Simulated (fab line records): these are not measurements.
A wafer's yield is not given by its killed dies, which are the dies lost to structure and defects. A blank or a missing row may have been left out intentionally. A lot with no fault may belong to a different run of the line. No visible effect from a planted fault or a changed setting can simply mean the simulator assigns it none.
Chamber matching | flow nandHarc | 4 sister chambers for NHARC_A_WL_FILL_ETCHBACK_26 on rieSi-06
The step etches the open film in HBr, target depth 52 nm, time 13.3 s. 4 wafers are shown with their chamber, then 9 later ones without.

## WAFERS WITH THEIR CHAMBER
wafer  | chamber | drypumpMotorCurrentA (A)
L085.3 | 3       | 5.5
L089.1 | 0       | 5.3
L089.2 | 2       | 6.1
L089.6 | 1       | 4.8

## WAFERS WITHOUT THEIR CHAMBER
wafer  | drypumpMotorCurrentA (A)
L090.3 | 4.8
L090.4 | 4.8
L090.5 | 6.1
L092.1 | 6.2
L092.2 | 5.3
L092.6 | 4.7
L094.1 | 5.5
L094.4 | 6.2
L094.6 | 5.3

## WHICH CHAMBER EACH ONE RAN IN
wafer  | from the rows above | in truth
L090.3 | 1                   | 1
L090.4 | 1                   | 1
L090.5 | 2                   | 2
L092.1 | 2                   | 2
L092.2 | 0                   | 0
L092.6 | 1                   | 1
L094.1 | 3                   | 3
L094.4 | 2                   | 2
L094.6 | 0                   | 0
Correct placement for 9 of the 9. Left unplaced by these rows: 0. Wrongly placed: 0.
How it was worked out, from the rows above alone: a wafer's distance from a chamber is the root of the sum, over the readings, of the square of ((its reading less the chamber's mean) divided by the reading's scatter). The wafer belongs to the nearest chamber; if the next one is less than 2 further off, it can't be placed. Each chamber's mean is taken over the wafers shown for it. The scatter: root of mean squared gap, hidden wafer to nearest shown wafer, with one shown wafer a chamber.
